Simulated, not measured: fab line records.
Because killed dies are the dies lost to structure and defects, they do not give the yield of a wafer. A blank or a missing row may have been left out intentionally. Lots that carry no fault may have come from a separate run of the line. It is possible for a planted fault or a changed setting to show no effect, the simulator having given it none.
What tool caused it? || flow nand_harc || Sampling: 6 lots, 18 wafers, 5 of 1302 route steps

WHAT THE GAUGES READ, wafer by wafer
NHARC_END_SORT_01.
{"lot": "L849", "measured": "day 32 06:04", "on": "prober-02", "killed_at_array": "441 71 67"}

TOOL THAT RAN EACH LOT (tool first, then ch and the chambers of the sampled wafers, then the start)
{"lot": "L831", "NHARC_A_STAIRCASE_ETCH_201": "rie_diel-10 ch 1,2,3, day 16 12:00 or earlier", "NHARC_A_STAIRCASE_DESCUM_219": "rie_diel-01 ch 0,2,3, day 16 12:00", "NHARC_A_STAIRCASE_TRIM_220": "rie_diel-01 ch 0,1,2, day 16 12:06", "NHARC_A_STAIRCASE_ETCH_227": "rie_diel-01 ch 0,2, no start"}
{"lot": "L833", "NHARC_A_STAIRCASE_ETCH_201": "rie_diel-01 ch 0,1,2, day 17 15:26 or earlier", "NHARC_A_STAIRCASE_DESCUM_219": "rie_diel-10 ch 0,1,3, day 17 15:26", "NHARC_A_STAIRCASE_TRIM_220": "rie_diel-10 ch 1,2,3, day 17 15:31", "NHARC_A_STAIRCASE_ETCH_227": "rie_diel-10 ch 0,2,3, no start"}
{"lot": "L836", "NHARC_A_STAIRCASE_ETCH_201": "rie_diel-02 ch 0,1,2, day 18 14:34 or earlier", "NHARC_A_STAIRCASE_DESCUM_219": "rie_diel-02 ch 1,2,3, day 18 14:34", "NHARC_A_STAIRCASE_TRIM_220": "rie_diel-02 ch 0,1,2, day 18 14:38", "NHARC_A_STAIRCASE_ETCH_227": "rie_diel-02 ch 0,1,2, no start"}
{"lot": "L838", "NHARC_A_STAIRCASE_ETCH_201": "rie_diel-02 ch 0,1,3, day 19 19:17 or earlier", "NHARC_A_STAIRCASE_DESCUM_219": "rie_diel-01 ch 0,2,3, day 19 19:17", "NHARC_A_STAIRCASE_TRIM_220": "rie_diel-01 ch 0,3, day 19 19:22", "NHARC_A_STAIRCASE_ETCH_227": "rie_diel-01 ch 0,2,3, no start"}
{"lot": "L849", "NHARC_A_STAIRCASE_ETCH_201": "rie_diel-02 ch 2,3, day 23 16:58 or earlier", "NHARC_A_STAIRCASE_DESCUM_219": "rie_diel-01 ch 0,3, day 23 16:58", "NHARC_A_STAIRCASE_TRIM_220": "rie_diel-01 ch 0,2, day 23 17:17", "NHARC_A_STAIRCASE_ETCH_227": "rie_diel-01 ch 2,3, day 32 06:04 or earlier"}
{"lot": "L852", "NHARC_A_STAIRCASE_ETCH_201": "rie_diel-02 ch 1,2,3, day 25 08:14 or earlier", "NHARC_A_STAIRCASE_DESCUM_219": "rie_diel-02 ch 2,3, day 25 08:14", "NHARC_A_STAIRCASE_TRIM_220": "rie_diel-02 ch 0,1, day 25 08:19", "NHARC_A_STAIRCASE_ETCH_227": "rie_diel-02 ch 0,2,3, no start"}
- NHARC_A_STAIRCASE_ETCH_201: etches the open film in C4F8/O2, target depth 100 nm, time 40.5 s.
- NHARC_A_STAIRCASE_DESCUM_219: chemistry O2, time 3 s.
- NHARC_A_STAIRCASE_TRIM_220: chemistry O2, time 211.2 s.
- NHARC_A_STAIRCASE_ETCH_227: etches the open film in C4F8/O2, target depth 100 nm, time 40.5 s.

THE ANSWER, worked out from the rows above alone
Rule: what is usual is taken from the lots themselves. Put in order of their means at a reading, lots are off if they are a third of the lots or fewer, leave a main group of 4 or more, and stand apart from it by a gap of 3 or more times the standard deviation of the main group's means; of several such gaps the widest counts. A main group is skipped when, at the precision printed for the reading in the tables above, its means are all equal. Also off: a lot with no number at a reading for which 4 or more lots have one. All remaining lots with rows at the step are treated as sound.
None of the lots is off at any reading shown; this tells nothing.

WHAT WAS PUT IN BY THE SIMULATOR
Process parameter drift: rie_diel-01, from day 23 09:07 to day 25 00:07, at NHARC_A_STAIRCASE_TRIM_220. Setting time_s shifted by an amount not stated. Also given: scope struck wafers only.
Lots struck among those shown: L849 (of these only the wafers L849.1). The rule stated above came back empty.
